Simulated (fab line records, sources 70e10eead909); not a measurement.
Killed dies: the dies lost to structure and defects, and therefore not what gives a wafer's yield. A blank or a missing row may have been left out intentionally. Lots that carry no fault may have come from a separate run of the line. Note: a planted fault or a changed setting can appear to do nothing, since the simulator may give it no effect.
fab line records | flow nand_harc | part 2 of 2: steps 5 to 6 of 6
record: lots: 22 | wafers: 66 | last_day: 34
route steps=1302 shown A_CONTACT@1039
lots with no fault: from the same line, run without faults
start_h: hours from the record's opening day to when the first of the lot's shown wafers began | wait_h: hours elapsed since this lot's preceding step | " same as the row above | L1.1+2: a row that stands for several wafers | - either no value or no given start | * or withheld: withheld | < > ~ a bound
route shown NAME@n: a module of which the file shows steps, and the number in the route of the first | usual: mean/standard deviation taken from wafers without a fault | same: alike in all rows | chamber/n: place in a boat | sites: the reading at each site | _std_site: how widely they spread, as a standard deviation | _edge_site: the outer-site mean with the inner-site mean subtracted | radius_mm: how far each site lies from the wafer's centre | mask NAME#n: copy n | behind: the last tool/chamber to shape the wafer | hold: cause of the lot's hold/its duration in hours/its outcome | device: transistor that didn't switch, given as n, p or np | end of line: tests run on the same wafers once the route is complete | where a step has no rows: the recipe by itself | killed: the dies lost at the first sort to structure and to defects; this is not the yield of the wafer | map: shows each die of a wafer: x if killed, . if not, _ if none is there
set.NAME: the run value of the setting; set.NAME@STEP: its run value at that earlier step | model.NAME: the simulator's own value behind a step, which no gauge read
steps of the route over a sample of lots; a table a step, a row a wafer
services: the hour from which a tool's chamber was out of use, counted from the record's first day as start_h (under 0 if before that day), plus the number of hours and why
== steps ==
step: NHARC_A_CONTACT_ETCH_30
recipe: target_depth_a: 726 | time_s: 36.3 | cf4_flow_sccm: 100 | chf3_flow_sccm: 30 | ar_flow_sccm: 0 | rf_w: 500 | bias_w: 200 | chemistry: CF4/CHF3
usual: drypump_motor_current_A: 5.8/0.43 | mfc_ar_sccm: 0.004/0.0098 | oes_product_au: 0.934/0.02 | rf_vpp_V: 370.7/1.8 | showerhead_plenum_p_Torr: 1.58/0.05 | throttle_valve_pct: 16.803/0.0089
lot.wafer | tool        | chamber | start_h | wait_h | drypump_motor_current_A | mfc_ar_sccm | oes_product_au | rf_hours_counter_h | rf_vpp_V | showerhead_plenum_p_Torr | throttle_valve_pct
L074.3    | rie_diel-12 | 1       | -       | -      | 5.5                     | 0           | 0.960          | 12                 | 371.9    | 1.60                     | 16.803
L074.6    | "           | 1       | "       | "      | 5.5                     | 0           | 0.948          | -                  | 371.3    | 1.60                     | 16.811
L074.5    | "           | 2       | "       | "      | 5.4                     | 0           | 0.916          | -                  | 371.6    | 1.61                     | 16.815
L075.2    | rie_diel-07 | 2       | -       | -      | 6.1                     | 0           | 0.925          | 6                  | 370.7    | 1.59                     | 16.785
L075.5    | "           | 1       | "       | "      | 6.0                     | 0           | 0.926          | -                  | 372.9    | 1.63                     | 16.808
L075.6    | "           | 2       | "       | "      | 6.1                     | 0           | 0.933          | -                  | 370.0    | 1.59                     | 16.804
L077.2    | rie_diel-07 | 3       | -       | -      | 5.6                     | 0           | 0.928          | 9                  | 371.6    | 1.65                     | 16.796
L077.5    | "           | 0       | "       | "      | 6.3                     | 0           | 0.916          | -                  | 369.8    | 1.50                     | 16.812
L077.6    | "           | 1       | "       | "      | 5.9                     | 0           | 0.927          | -                  | 373.6    | 1.63                     | 16.819
L079.1    | rie_diel-07 | 3       | -       | -      | 5.6                     | 0           | 0.936          | 12                 | 371.7    | 1.65                     | 16.804
L079.3    | "           | 1       | "       | "      | 5.9                     | 0           | 0.924          | 11                 | 371.0    | 1.63                     | 16.807
L079.5    | "           | 3       | "       | "      | 5.6                     | 0           | 0.928          | -                  | 372.7    | 1.65                     | 16.798
L078.4    | rie_diel-12 | 2       | -       | -      | 5.4                     | 0           | 0.913          | 26                 | 371.2    | 1.61                     | 16.787
L078.1    | "           | 0       | "       | "      | 5.0                     | 0.018       | 0.920          | 28                 | 368.7    | 1.52                     | 16.809
L078.6    | "           | 1       | "       | "      | 5.5                     | 0           | 0.928          | -                  | 371.8    | 1.60                     | 16.786
L080.2    | rie_diel-12 | 1       | -       | -      | 5.5                     | 0           | 0.923          | 34                 | 371.9    | 1.60                     | 16.809
L080.1    | "           | 2       | "       | "      | 5.4                     | 0           | 0.922          | 36                 | 373.1    | 1.61                     | 16.799
L080.3    | "           | 3       | "       | "      | 6.1                     | 0.001       | 0.922          | 37                 | 369.7    | 1.52                     | 16.815
L083.4    | rie_diel-07 | 1       | -       | -      | 5.9                     | 0           | 0.923          | 16                 | 372.3    | 1.63                     | 16.800
L083.2    | "           | 3       | "       | "      | 5.6                     | 0           | 0.913          | 17                 | 373.3    | 1.65                     | 16.805
L083.5    | "           | 2       | "       | "      | 6.1                     | 0           | 0.919          | -                  | 371.6    | 1.59                     | 16.785
L081.1    | rie_diel-12 | 3       | -       | -      | 6.1                     | 0.001       | 0.926          | 43                 | 369.4    | 1.52                     | 16.795
L081.3    | "           | 2       | "       | "      | 5.5                     | 0           | 0.916          | 40                 | 370.8    | 1.61                     | 16.821
L081.6    | "           | 3       | "       | "      | 6.1                     | 0.001       | 0.922          | -                  | 368.5    | 1.52                     | 16.791
L085.4    | rie_diel-07 | 2       | -       | -      | 6.1                     | 0           | 0.928          | 19                 | 369.7    | 1.59                     | 16.816
L085.3    | "           | 3       | "       | "      | 5.6                     | 0           | 0.928          | 20                 | 372.8    | 1.65                     | 16.804
L085.2    | "           | 1       | "       | "      | 5.9                     | 0           | 0.921          | 19                 | 372.4    | 1.63                     | 16.807
L082.2    | rie_diel-11 | 0       | -       | -      | 6.3                     | 0           | 0.925          | 61                 | 370.9    | 1.60                     | 16.822
L082.4    | "           | 1       | "       | "      | 6.2                     | 0           | 0.929          | 64                 | 371.4    | 1.62                     | 16.814
L082.6    | "           | 2       | "       | "      | 6.1                     | 0           | 0.935          | -                  | 370.9    | 1.60                     | 16.794
L084.1    | rie_diel-07 | 3       | -       | -      | 5.6                     | 0           | 0.917          | 21                 | 372.6    | 1.65                     | 16.787
L084.2    | "           | 0       | "       | "      | 6.3                     | 0           | 0.916          | 20                 | 367.4    | 1.50                     | 16.793
L084.4    | "           | 1       | "       | "      | 5.9                     | 0           | 0.928          | 20                 | 371.6    | 1.63                     | 16.800
L086.4    | rie_diel-07 | 3       | -       | -      | 5.6                     | 0           | 0.923          | 21                 | 371.8    | 1.65                     | 16.804
L086.2    | "           | 1       | "       | "      | 5.9                     | 0           | 0.929          | 21                 | 372.7    | 1.63                     | 16.813
L086.5    | "           | 2       | "       | "      | 6.1                     | 0           | 0.921          | -                  | 371.6    | 1.59                     | 16.798
L087.3    | rie_diel-07 | 0       | -       | -      | 6.3                     | 0           | 0.959          | 0                  | 366.9    | 1.50                     | 16.810
L087.1    | "           | 1       | "       | "      | 5.9                     | 0           | 0.974          | 0                  | 373.0    | 1.63                     | 16.799
L087.2    | "           | 2       | "       | "      | 6.1                     | 0           | 0.973          | 1                  | 370.1    | 1.59                     | 16.803
L088.1    | rie_diel-07 | 3       | -       | -      | 5.6                     | 0           | 0.966          | 1                  | 371.8    | 1.65                     | 16.811
L088.2    | "           | 0       | "       | "      | 6.3                     | 0           | 0.953          | 1                  | 367.0    | 1.50                     | 16.793
L088.3    | "           | 2       | "       | "      | 6.1                     | 0           | 0.974          | 1                  | 371.1    | 1.59                     | 16.796
L090.2    | rie_diel-11 | 2       | -       | -      | 6.1                     | 0           | 0.929          | 23                 | 370.5    | 1.59                     | 16.803
L090.5    | "           | 2       | "       | "      | 6.1                     | 0           | 0.930          | -                  | 371.2    | 1.59                     | 16.810
L090.6    | "           | 0       | "       | "      | 6.3                     | 0           | 0.937          | -                  | 371.2    | 1.60                     | 16.793
L093.2    | rie_diel-12 | 1       | -       | -      | 5.5                     | 0           | 0.923          | 19                 | 370.9    | 1.59                     | 16.799
L093.3    | "           | 3       | "       | "      | 6.1                     | 0.001       | 0.909          | 19                 | 368.4    | 1.51                     | 16.800
L093.5    | "           | 1       | "       | "      | 5.5                     | 0           | 0.920          | -                  | 371.9    | 1.59                     | 16.809
L091.1    | rie_diel-11 | 1       | -       | -      | 6.2                     | 0           | 0.978          | 24                 | 371.0    | 1.61                     | 16.790
L091.3    | "           | 3       | "       | "      | 5.0                     | 0.043       | 0.958          | 25                 | 369.8    | 1.54                     | 16.809
L091.5    | "           | 2       | "       | "      | 6.1                     | 0           | 0.968          | -                  | 371.7    | 1.59                     | 16.808
L092.4    | rie_diel-12 | 1       | -       | -      | 5.5                     | 0           | 0.943          | 23                 | 371.4    | 1.59                     | 16.806
L092.1    | "           | 3       | "       | "      | 6.1                     | 0.001       | 0.967          | 22                 | 367.7    | 1.51                     | 16.821
L092.6    | "           | 1       | "       | "      | 5.5                     | 0           | 0.946          | -                  | 371.8    | 1.59                     | 16.805
L094.4    | rie_diel-07 | 2       | -       | -      | 6.1                     | 0           | 0.914          | 8                  | 369.9    | 1.59                     | 16.828
L094.3    | "           | 0       | "       | "      | 6.3                     | 0           | 0.916          | 9                  | 366.4    | 1.50                     | 16.814
L094.6    | "           | 2       | "       | "      | 6.1                     | 0           | 0.917          | -                  | 371.6    | 1.59                     | 16.791
L095.1    | rie_diel-07 | 1       | -       | -      | 5.9                     | 0           | 0.968          | 9                  | 372.1    | 1.62                     | 16.791
L095.4    | "           | 3       | "       | "      | 5.6                     | 0           | 0.984          | 10                 | 373.1    | 1.64                     | 16.795
L095.5    | "           | 0       | "       | "      | 6.3                     | 0           | 0.970          | -                  | 367.9    | 1.50                     | 16.802
L097.4    | rie_diel-11 | 0       | -       | -      | 6.3                     | 0           | 0.973          | 41                 | 371.1    | 1.59                     | 16.795
L097.3    | "           | 1       | "       | "      | 6.2                     | 0           | 0.966          | 43                 | 373.0    | 1.61                     | 16.791
L097.6    | "           | 1       | "       | "      | 6.2                     | 0           | 0.970          | -                  | 371.6    | 1.61                     | 16.788
L096.3    | rie_diel-12 | 0       | -       | -      | 5.0                     | 0.018       | 0.925          | 48                 | 367.5    | 1.51                     | 16.805
L096.2    | "           | 1       | "       | "      | 5.5                     | 0           | 0.929          | 44                 | 371.3    | 1.58                     | 16.798
L096.6    | "           | 0       | "       | "      | 5.0                     | 0.018       | 0.925          | -                  | 369.1    | 1.51                     | 16.794
step: NHARC_A_CONTACT_ETCH_92
recipe: target_depth_a: 400 | over_etch_frac: 0.5 | time_s: 85.7 | ion_energy_ev: 120 | ch3f_flow_sccm: 50 | o2_flow_sccm: 30 | ar_flow_sccm: 200 | rf_w: 500 | bias_w: 100 | chemistry: CH3F/O2
usual: drypump_motor_current_A: 5.8/0.42 | mfc_ar_sccm: 200.0/0.57 | oes_product_au: 0.935/0.027 | rf_vpp_V: 244.4/1.3 | showerhead_plenum_p_Torr: 2.47/0.087 | throttle_valve_pct: 20.663/0.0087
lot.wafer | tool        | chamber | start_h | wait_h | drypump_motor_current_A | mfc_ar_sccm | oes_product_au | rf_hours_counter_h | rf_vpp_V | showerhead_plenum_p_Torr | throttle_valve_pct
L074.3    | rie_diel-07 | 0       | 509.00  | 0.5    | 6.3                     | 199.5       | 0.916          | 6                  | 241.6    | 2.34                     | 20.660
L074.5    | "           | 0       | "       | "      | 6.3                     | 200.6       | 0.921          | -                  | 243.5    | 2.35                     | 20.648
L074.6    | "           | 1       | "       | "      | 5.9                     | 198.9       | 0.915          | -                  | 246.6    | 2.55                     | 20.661
L075.2    | rie_diel-07 | 0       | 522.18  | 0.5    | 6.3                     | 201.0       | 0.916          | 8                  | 243.1    | 2.34                     | 20.674
L075.5    | "           | 3       | "       | "      | 5.6                     | 199.9       | 0.924          | -                  | 246.5    | 2.58                     | 20.665
L075.6    | "           | 0       | "       | "      | 6.3                     | 200.1       | 0.912          | -                  | 243.1    | 2.34                     | 20.652
L077.2    | rie_diel-07 | 3       | 535.01  | 0.5    | 5.6                     | 199.8       | 0.928          | 10                 | 245.7    | 2.58                     | 20.667
L077.5    | "           | 1       | "       | "      | 5.9                     | 199.7       | 0.924          | -                  | 243.4    | 2.55                     | 20.676
L077.6    | "           | 2       | "       | "      | 6.1                     | 199.8       | 0.932          | -                  | 245.3    | 2.49                     | 20.667
L079.3    | rie_diel-07 | 0       | 548.32  | 0.5    | 6.3                     | 199.5       | 0.936          | 12                 | 242.7    | 2.34                     | 20.676
L079.1    | "           | 1       | "       | "      | 5.9                     | 199.9       | 0.933          | 12                 | 246.8    | 2.55                     | 20.651
L079.5    | "           | 3       | "       | "      | 5.6                     | 200.0       | 0.951          | -                  | 246.1    | 2.58                     | 20.665
L078.4    | rie_diel-11 | 3       | 548.87  | 0.4    | 5.0                     | 198.9       | 0.993          | 41                 | 243.2    | 2.42                     | 20.665
L078.1    | "           | 0       | "       | "      | 6.3                     | 200.6       | 0.998          | 41                 | 244.9    | 2.52                     | 20.665
L078.6    | "           | 1       | "       | "      | 6.2                     | 200.1       | 1.002          | -                  | 246.8    | 2.54                     | 20.653
L080.3    | rie_diel-12 | 3       | 583.60  | 0.4    | 6.1                     | 200.7       | 0.934          | 38                 | 244.7    | 2.37                     | 20.671
L080.1    | "           | 1       | "       | "      | 5.5                     | 199.8       | 0.912          | 35                 | 244.1    | 2.49                     | 20.656
L080.2    | "           | 2       | "       | "      | 5.4                     | 200.7       | 0.920          | 36                 | 245.2    | 2.51                     | 20.667
L083.2    | rie_diel-11 | 1       | 587.41  | 0.5    | 6.2                     | 199.2       | 1.015          | 59                 | 245.0    | 2.53                     | 20.672
L083.4    | "           | 2       | "       | "      | 6.1                     | 200.2       | 1.013          | 54                 | 245.1    | 2.50                     | 20.643
L083.5    | "           | 3       | "       | "      | 5.0                     | 200.1       | 0.991          | -                  | 244.1    | 2.41                     | 20.670
L081.3    | rie_diel-12 | 0       | 596.37  | 0.4    | 5.0                     | 200.4       | 0.941          | 45                 | 242.9    | 2.37                     | 20.663
L081.1    | "           | 1       | "       | "      | 5.5                     | 199.7       | 0.929          | 39                 | 245.5    | 2.49                     | 20.660
L081.6    | "           | 1       | "       | "      | 5.5                     | 200.2       | 0.924          | -                  | 243.9    | 2.49                     | 20.663
L085.4    | rie_diel-07 | 0       | 601.10  | 0.4    | 6.3                     | 199.7       | 0.918          | 20                 | 241.8    | 2.34                     | 20.669
L085.2    | "           | 1       | "       | "      | 5.9                     | 200.1       | 0.928          | 20                 | 245.0    | 2.54                     | 20.669
L085.3    | "           | 2       | "       | "      | 6.1                     | 199.7       | 0.932          | 21                 | 244.6    | 2.49                     | 20.660
L082.2    | rie_diel-12 | 2       | 602.76  | 0.6    | 5.4                     | 199.6       | 0.923          | 42                 | 243.6    | 2.51                     | 20.661
L082.4    | "           | 3       | "       | "      | 6.1                     | 199.8       | 0.918          | 45                 | 244.1    | 2.37                     | 20.662
L082.6    | "           | 1       | "       | "      | 5.5                     | 199.3       | 0.911          | -                  | 245.4    | 2.49                     | 20.658
L084.1    | rie_diel-07 | 0       | 602.95  | 0.5    | 6.3                     | 200.5       | 0.917          | 20                 | 242.2    | 2.34                     | 20.667
L084.4    | "           | 1       | "       | "      | 6.0                     | 200.5       | 0.922          | 20                 | 246.2    | 2.54                     | 20.655
L084.2    | "           | 3       | "       | "      | 5.6                     | 199.3       | 0.915          | 21                 | 244.9    | 2.58                     | 20.663
L086.4    | rie_diel-07 | 3       | 607.48  | 0.4    | 5.6                     | 200.1       | 0.937          | 22                 | 245.9    | 2.58                     | 20.661
L086.2    | "           | 0       | "       | "      | 6.3                     | 199.8       | 0.924          | 21                 | 242.3    | 2.34                     | 20.669
L086.5    | "           | 3       | "       | "      | 5.6                     | 199.5       | 0.936          | -                  | 245.5    | 2.58                     | 20.668
L087.2    | rie_diel-07 | 0       | 664.63  | 0.5    | 6.3                     | 200.3       | 0.922          | 1                  | 243.0    | 2.34                     | 20.661
L087.1    | "           | 2       | "       | "      | 6.1                     | 200.6       | 0.939          | 1                  | 244.7    | 2.48                     | 20.656
L087.3    | "           | 3       | "       | "      | 5.6                     | 200.2       | 0.946          | 1                  | 245.4    | 2.57                     | 20.671
L088.2    | rie_diel-07 | 2       | 673.91  | 0.5    | 6.1                     | 200.4       | 0.954          | 1                  | 245.9    | 2.48                     | 20.669
L088.3    | "           | 0       | "       | "      | 6.3                     | 199.7       | 0.933          | 2                  | 244.0    | 2.34                     | 20.661
L088.1    | "           | 1       | "       | "      | 5.9                     | 200.5       | 0.957          | 2                  | 245.9    | 2.54                     | 20.661
L090.2    | rie_diel-07 | 1       | 680.44  | 0.6    | 5.9                     | 200.1       | 0.920          | 3                  | 245.6    | 2.54                     | 20.657
L090.5    | "           | 3       | "       | "      | 5.6                     | 200.2       | 0.917          | -                  | 244.5    | 2.57                     | 20.671
L090.6    | "           | 0       | "       | "      | 6.3                     | 199.3       | 0.926          | -                  | 243.3    | 2.34                     | 20.677
L093.2    | rie_diel-11 | 2       | 686.16  | 0.5    | 6.1                     | 199.1       | 0.928          | 27                 | 244.7    | 2.48                     | 20.656
L093.3    | "           | 3       | "       | "      | 5.0                     | 200.3       | 0.916          | 26                 | 242.9    | 2.40                     | 20.660
L093.5    | "           | 3       | "       | "      | 5.0                     | 199.4       | 0.921          | -                  | 243.7    | 2.40                     | 20.685
L091.1    | rie_diel-07 | 0       | 687.30  | 0.6    | 6.3                     | 201.1       | 0.910          | 5                  | 242.5    | 2.34                     | 20.659
L091.3    | "           | 1       | "       | "      | 5.9                     | 199.3       | 0.917          | 6                  | 244.1    | 2.54                     | 20.663
L091.5    | "           | 1       | "       | "      | 5.9                     | 200.4       | 0.919          | -                  | 244.7    | 2.54                     | 20.659
L092.1    | rie_diel-07 | 3       | 704.37  | 0.5    | 5.6                     | 199.4       | 0.929          | 8                  | 245.8    | 2.57                     | 20.657
L092.4    | "           | 1       | "       | "      | 5.9                     | 199.6       | 0.930          | 8                  | 246.2    | 2.54                     | 20.654
L092.6    | "           | 3       | "       | "      | 5.6                     | 200.8       | 0.929          | -                  | 245.7    | 2.57                     | 20.665
L094.4    | rie_diel-12 | 0       | 709.89  | 0.4    | 5.0                     | 200.2       | 0.922          | 28                 | 242.9    | 2.36                     | 20.662
L094.3    | "           | 1       | "       | "      | 5.5                     | 199.9       | 0.929          | 26                 | 244.8    | 2.48                     | 20.664
L094.6    | "           | 0       | "       | "      | 5.0                     | 199.7       | 0.923          | -                  | 242.5    | 2.36                     | 20.656
L095.1    | rie_diel-12 | 0       | 718.99  | 0.5    | 5.0                     | 200.1       | 1.005          | 34                 | 241.8    | 2.36                     | 20.655
L095.4    | "           | 2       | "       | "      | 5.5                     | 199.0       | 0.994          | 29                 | 244.8    | 2.50                     | 20.668
L095.5    | "           | 3       | "       | "      | 6.2                     | 199.0       | 0.994          | -                  | 243.2    | 2.35                     | 20.671
L097.4    | rie_diel-07 | 0       | 740.68  | 0.5    | 6.3                     | 202.1       | 0.915          | 12                 | 241.6    | 2.33                     | 20.648
L097.3    | "           | 1       | "       | "      | 5.9                     | 200.7       | 0.928          | 11                 | 246.2    | 2.54                     | 20.677
L097.6    | "           | 3       | "       | "      | 5.6                     | 200.5       | 0.929          | -                  | 244.8    | 2.57                     | 20.665
L096.3    | rie_diel-12 | 0       | 776.08  | 0.4    | 5.0                     | 200.3       | 0.923          | 50                 | 243.1    | 2.35                     | 20.652
L096.2    | "           | 3       | "       | "      | 6.1                     | 199.1       | 0.923          | 47                 | 242.6    | 2.34                     | 20.663
L096.6    | "           | 1       | "       | "      | 5.5                     | 199.8       | 0.919          | -                  | 244.9    | 2.47                     | 20.668
== services ==
tool            | chamber | start_h | hours | kind
rie_diel-07     | 0       | 480.31  | -     | clean
rie_diel-07     | 1       | 480.31  | -     | clean
rie_diel-07     | 2       | 480.31  | -     | clean
rie_diel-07     | 3       | 480.31  | -     | clean
rie_diel-11     | 2       | 488.06  | 1.5   | repair
har_cap_etch-01 | -       | 497.00  | 17.0  | pm
har_cap_etch-03 | -       | 497.54  | 0.5   | repair
rie_diel-07     | 0       | 504.81  | -     | clean
rie_diel-12     | 3       | 562.56  | 6.0   | repair
rie_diel-11     | 3       | 579.65  | 3.0   | repair
rie_diel-11     | -       | 609.54  | 9.0   | pm
har_cap_etch-01 | -       | 610.08  | 0.4   | repair
rie_diel-12     | -       | 622.57  | 9.0   | pm
har_cap_etch-01 | -       | 630.10  | 2.5   | repair
rie_diel-07     | -       | 648.31  | 9.0   | pm
har_cap_etch-03 | -       | 654.22  | 0.4   | repair
rie_diel-11     | 1       | 673.45  | 4.3   | repair
rie_diel-12     | -       | 693.04  | 1.3   | repair
rie_diel-11     | 0       | 705.57  | 9.4   | repair
rie_diel-11     | 2       | 721.15  | 15.0  | repair
rie_diel-07     | -       | 741.43  | 4.2   | repair
rie_diel-11     | 1       | 742.34  | 9.4   | repair
har_cap_etch-02 | -       | 754.00  | 17.0  | pm
rie_diel-11     | 2       | 755.15  | 1.3   | repair
